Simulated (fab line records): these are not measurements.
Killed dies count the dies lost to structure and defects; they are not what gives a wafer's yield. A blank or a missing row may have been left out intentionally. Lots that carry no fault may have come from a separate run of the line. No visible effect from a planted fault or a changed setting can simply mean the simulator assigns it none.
Split-lot study :: flow n5_finfet :: on a route of 1938 steps: 7 lots, 21 wafers read

## ABOUT THE SPLIT
At N5_BEOL_M3_ETCH_64 (etches SOC in N2/H2, target depth 75 nm, overetch 15 nm, time 112.5 s), the setting time_s was moved away from the recipe's 112.5 s on 7 of the 21 wafers read, by -21.0% to +9.8%. The other wafers ran this setting at the recipe's value.

The reading is taken at the split's own step.

## THE READING
SiARC_of_BEOL_M3_COAT_62.thk_nm (the simulator's own value, which no gauge read), in nm, at N5_BEOL_M3_ETCH_64 (etches SOC in N2/H2, target depth 75 nm, overetch 15 nm, time 112.5 s). There is no usual value for it anywhere in the file. Across the 14 wafers here that went through the recipe, the average is 6.8 nm and the standard deviation 0.11 nm.

wafer: L077.1
tool, chamber at the split: rie_diel-06, 1,3
time_s as run, s: 88.93
against the recipe: -21.0%
SiARC_of_BEOL_M3_COAT_62.thk_nm, nm: 7.8
against lot-mates on the recipe: +1.2

wafer: L077.2
tool, chamber at the split: rie_diel-06, 1,3
time_s as run, s: 88.93
against the recipe: -21.0%
SiARC_of_BEOL_M3_COAT_62.thk_nm, nm: 7.8
against lot-mates on the recipe: +1.2

wafer: L077.4
tool, chamber at the split: rie_diel-06, 2
time_s as run, s: 112.5
against the recipe: recipe
SiARC_of_BEOL_M3_COAT_62.thk_nm, nm: 6.6
against lot-mates on the recipe: -

wafer: L079.2
tool, chamber at the split: rie_diel-04, 1,1,2
time_s as run, s: 112.5
against the recipe: recipe
SiARC_of_BEOL_M3_COAT_62.thk_nm, nm: 6.8
against lot-mates on the recipe: -

wafer: L079.4
tool, chamber at the split: rie_diel-04, 1,1,2
time_s as run, s: 112.5
against the recipe: recipe
SiARC_of_BEOL_M3_COAT_62.thk_nm, nm: 6.8
against lot-mates on the recipe: -

wafer: L079.6
tool, chamber at the split: rie_diel-04, 1,1,2
time_s as run, s: 112.5
against the recipe: recipe
SiARC_of_BEOL_M3_COAT_62.thk_nm, nm: 6.8
against lot-mates on the recipe: -

wafer: L081.2
tool, chamber at the split: rie_diel-06, 0,1
time_s as run, s: 112.5
against the recipe: recipe
SiARC_of_BEOL_M3_COAT_62.thk_nm, nm: 6.8
against lot-mates on the recipe: -

wafer: L081.4
tool, chamber at the split: rie_diel-06, 0,1
time_s as run, s: 112.5
against the recipe: recipe
SiARC_of_BEOL_M3_COAT_62.thk_nm, nm: 6.8
against lot-mates on the recipe: -

wafer: L081.5
tool, chamber at the split: rie_diel-06, 2
time_s as run, s: 112.5
against the recipe: recipe
SiARC_of_BEOL_M3_COAT_62.thk_nm, nm: 6.6
against lot-mates on the recipe: -

wafer: L083.2
tool, chamber at the split: rie_diel-04, 0
time_s as run, s: 112.5
against the recipe: recipe
SiARC_of_BEOL_M3_COAT_62.thk_nm, nm: 6.8
against lot-mates on the recipe: -

wafer: L083.5
tool, chamber at the split: rie_diel-04, 2,1
time_s as run, s: 122.2
against the recipe: +8.6%
SiARC_of_BEOL_M3_COAT_62.thk_nm, nm: 6.4
against lot-mates on the recipe: -0.4

wafer: L083.6
tool, chamber at the split: rie_diel-04, 2,1
time_s as run, s: 122.2
against the recipe: +8.6%
SiARC_of_BEOL_M3_COAT_62.thk_nm, nm: 6.4
against lot-mates on the recipe: -0.4

wafer: L090.1
tool, chamber at the split: rie_diel-03, 2
time_s as run, s: 112.5
against the recipe: recipe
SiARC_of_BEOL_M3_COAT_62.thk_nm, nm: 6.6
against lot-mates on the recipe: -

wafer: L090.3
tool, chamber at the split: rie_diel-03, 1
time_s as run, s: 112.5
against the recipe: recipe
SiARC_of_BEOL_M3_COAT_62.thk_nm, nm: 6.8
against lot-mates on the recipe: -

wafer: L090.4
tool, chamber at the split: rie_diel-03, 0
time_s as run, s: 119.1
against the recipe: +5.9%
SiARC_of_BEOL_M3_COAT_62.thk_nm, nm: 6.4
against lot-mates on the recipe: -0.3

wafer: L091.2
tool, chamber at the split: rie_diel-04, 0
time_s as run, s: 112.5
against the recipe: recipe
SiARC_of_BEOL_M3_COAT_62.thk_nm, nm: 6.8
against lot-mates on the recipe: -

wafer: L091.4
tool, chamber at the split: rie_diel-04, 3
time_s as run, s: 123.5
against the recipe: +9.8%
SiARC_of_BEOL_M3_COAT_62.thk_nm, nm: 6.2
against lot-mates on the recipe: -0.7

wafer: L091.6
tool, chamber at the split: rie_diel-04, 1
time_s as run, s: 112.5
against the recipe: recipe
SiARC_of_BEOL_M3_COAT_62.thk_nm, nm: 7
against lot-mates on the recipe: -

wafer: L092.1
tool, chamber at the split: rie_diel-06, 3
time_s as run, s: 94.59
against the recipe: -15.9%
SiARC_of_BEOL_M3_COAT_62.thk_nm, nm: 7.6
against lot-mates on the recipe: +0.9

wafer: L092.5
tool, chamber at the split: rie_diel-06, 3
time_s as run, s: 112.5
against the recipe: recipe
SiARC_of_BEOL_M3_COAT_62.thk_nm, nm: 6.8
against lot-mates on the recipe: -

wafer: L092.6
tool, chamber at the split: rie_diel-06, 2
time_s as run, s: 112.5
against the recipe: recipe
SiARC_of_BEOL_M3_COAT_62.thk_nm, nm: 6.6
against lot-mates on the recipe: -
When a row names more than one chamber, that row covers several wafers, and the file does not tell which wafer ran in which chamber.

THE FIT
A straight line over all 21 wafers: SiARC_of_BEOL_M3_COAT_62.thk_nm changes by -0.0502 nm for each +1% of time_s; r = -0.97; the points scatter about the line by 0.1 nm.
The same after taking each lot's own level away (the mean of its wafers on the recipe; 21 wafers): -0.0567 nm for each +1%; r = -0.99; scatter 0.081 nm.
Per that fit: largest time_s move, reading shift of 1.2 nm.
The lots' own levels span 6.60 to 6.90 nm, that is 2.7 times the standard deviation above.
So the slope is not independent of the lot-to-lot level: the two fits are not the same.
Check: +1.19 nm against its lot-mates is what the line predicts for one of the wafers moved furthest among these (-21.0%) when that wafer is left out of the fit. Against them it came out at +1.2 nm.

## THE FILE'S OWN FIT
SiARC_of_BEOL_M3_COAT_62.thk_nm changes by -0.0575 nm for each +1% of time_s, r = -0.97.
